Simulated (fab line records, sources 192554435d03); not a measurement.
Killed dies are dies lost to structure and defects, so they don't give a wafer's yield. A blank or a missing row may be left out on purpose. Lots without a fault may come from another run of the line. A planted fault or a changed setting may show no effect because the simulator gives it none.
A struck lot beside a sound one | flow n5_finfet | 16 steps out of a route of 1938
Sound: wafers L885.1, L885.5, L885.6. Struck: wafers L900.2, L900.3, L900.5. The cause comes at the end.
At each step with rows: each side's tool, then ch and its chambers, then its first start. Under that, the readings that differ: sound wafers | struck wafers | difference of the means | sigmas: that difference in standard deviations of wafers without a fault.
alike: readings whose means differ by less than 2 such deviations, and words and numbers that are the same on both sides. not compared: withheld readings, readings that some wafer has no value for, bounds like >300 that may hide the same value, and numbers for which the record gives no deviation and whose values overlap.
The two part at a step that has a row with sigmas, a row that says differs or no value, or rows on one side only. Numbers that don't overlap but have no deviation are shown without sigmas and don't part them. A reading that every wafer of one side lacks parts them only if that side has two wafers or more.

first, 1 step without rows for these wafers: N5_BEOL_M3_DEVELOP_27 (develop time 30 s).
N5_BEOL_M3_CD_MEAS_28: target cd 25.7 nm, target cd y 23.3 nm.
  sound on cd_sem-03 ch 0, day 6 23:50; struck on cd_sem-03 ch 0, day 11 02:48
  alike: cd_nm
N5_BEOL_M3_OVL_MEAS_29:
  sound on overlay-02 ch 0, day 6 23:52; struck on overlay-02 ch 0, day 11 02:50
  alike: V2_OVL
N5_BEOL_M3_INSPECT_30: inspects for defects (brightfield).
  sound on defect_inspect-01, day 6 23:55; struck on defect_inspect-02, day 11 02:53
  alike: raw_defect_count
N5_BEOL_M3_DESCUM_33: chemistry O2, time 7 s.
  sound on rie_diel-05 ch 1,2, day 7 00:01; struck on rie_diel-03 ch 0,1,3, day 11 03:05
  reading                | sound             | struck            | difference | sigmas
  throttle_valve_pct (%) | 19.97 20.10 19.97 | 20.30 20.66 20.60 | +0.51      | +2
  alike: bias_power_w, drypump_motor_current_A, oes_product_au, rf_vpp_V, showerhead_plenum_p_Torr
  not compared: rf_hours_counter_h
N5_BEOL_M3_ETCH_77: etches underlayer in N2/H2, target depth 6.5 nm, time 5.2 s.
  sound on rie_diel-05 ch 1,2, day 7 00:03; struck on rie_diel-03 ch 0,1,3, day 11 03:07
  reading               | sound          | struck         | difference | sigmas
  etch_rf_on_time_s (s) | 4.94 5.23 4.99 | 5.23 5.35 5.30 | +0.24      | +2
  alike: bias_w, drypump_motor_current_A, h2_flow_sccm, oes_product_au, rf_vpp_V, showerhead_plenum_p_Torr, throttle_valve_pct
  not compared: rf_hours_counter_h
N5_BEOL_M3_ETCH_69: etches SiARC in CF4, target depth 15.6 nm, time 26 s.
  sound on rie_diel-05 ch 1,2, day 7 00:04; struck on rie_diel-03 ch 0,1,3, day 11 03:08
  alike: bias_w, cf4_flow_sccm, drypump_motor_current_A, etch_rf_on_time_s, mfc_ar_sccm, oes_product_au, rf_vpp_V, showerhead_plenum_p_Torr, throttle_valve_pct
  not compared: rf_hours_counter_h
N5_BEOL_M3_ALD_98: deposits SiO2, target thk 2.5 nm, pulse time 1 s, co reactant pulse time 1 s.
  sound on ald_sin-03 ch 0,1, day 7 00:09; struck on ald_sin-04 ch 0,1,3, day 11 03:17
  alike: heater_power_outer_w, heater_power_w, precursor_pulse_height_rel
  not compared: since_wet_clean_h
then, 1 step without rows for these wafers: N5_BEOL_M3_ETCHBACK_99 (etches SiO2 in CHF3, target depth 5 nm, time 10.4 s).
N5_BEOL_M3_ETCH_70: etches SOC in N2/H2, target depth 80 nm, overetch 16 nm, time 120 s.
  sound on rie_diel-03 ch 0,1,2, day 7 00:22; struck on rie_diel-01 ch 0,2, day 11 04:20
  alike: bias_w, drypump_motor_current_A, h2_flow_sccm, oes_product_au, rf_vpp_V, showerhead_plenum_p_Torr, throttle_valve_pct
  not compared: rf_hours_counter_h
then, 2 steps without rows for these wafers: N5_BEOL_M3_STRIP_71 (strips in N2/H2); N5_BEOL_M3_STRIP_78 (strips in N2/H2).
N5_BEOL_M3_VIA_ETCH_34: etches the open film in C4F6/O2, target depth 69.4 nm, time 65.9 s.
  sound on rie_diel-03 ch 0,1,2, day 7 00:28; struck on rie_diel-01 ch 0,2, day 11 04:26
  reading                  | sound             | struck            | difference | sigmas
  bias_w (W)               | 170.1 169.5 170.0 | 188.5 187.3 187.3 | +17.8      | +33
  oes_product_au (a.u.)    | 0.76 0.74 0.91    | 0.85 1.03 1.04    | +0.17      | +2
  rf_vpp_V (V)             | 659 686 669       | 697 727 727       | +46        | +3
  model.etch.depth_nm (nm) | 68.62 67.95 69.28 | 71.39 71.73 71.31 | +2.86      |
  alike: drypump_motor_current_A, mfc_ar_sccm, showerhead_plenum_p_Torr, throttle_valve_pct
  not compared: rf_hours_counter_h, model.SOC_of_BEOL_M3_COAT_67.thk_nm
then, 1 step without rows for these wafers: N5_BEOL_M3_STRIP_83 (strips in C4F6/O2).
N5_BEOL_M4_RC_MEAS_101:
  sound on prober-02 ch 0, day 7 12:51; struck on prober-02 ch 0, day 11 16:49
  alike: DIBL_N, DIBL_P, IOFF_N, IOFF_P, ION_N, ION_P, SS_N, SS_P, VT_N, VT_P
-- the record jumps here: 4 days lie between the struck wafers' starts before and after (it left off in module BEOL_M4 and takes up again in module PASSIVATION, whose first step shown is number 1936 of the route) --
N5_PASSIVATION_PROBE_49:
  sound on prober-02, day 11 11:20; struck on prober-02, day 15 13:52
  reading               | sound       | struck | difference | sigmas
  killed_at_M4_up       | 14 16 15    | 3      | -12        | -2
  sort_bin_6_memory (%) | 4.7 4.3 2.9 | 2.5    | -1.5       | -2
  alike: defect_limited_yield, killed_at_M0_to_M3, killed_at_contacts, killed_at_front_end, killed_at_other, killed_dies, killed_on_rim, killed_open, killed_short, sort_bin_5_function, sort_n_pass, sort_yield_pct

WHERE THEY PART
First at N5_BEOL_M3_DESCUM_33; last, within this record, at N5_PASSIVATION_PROBE_49.

WHY: what the simulator had put in
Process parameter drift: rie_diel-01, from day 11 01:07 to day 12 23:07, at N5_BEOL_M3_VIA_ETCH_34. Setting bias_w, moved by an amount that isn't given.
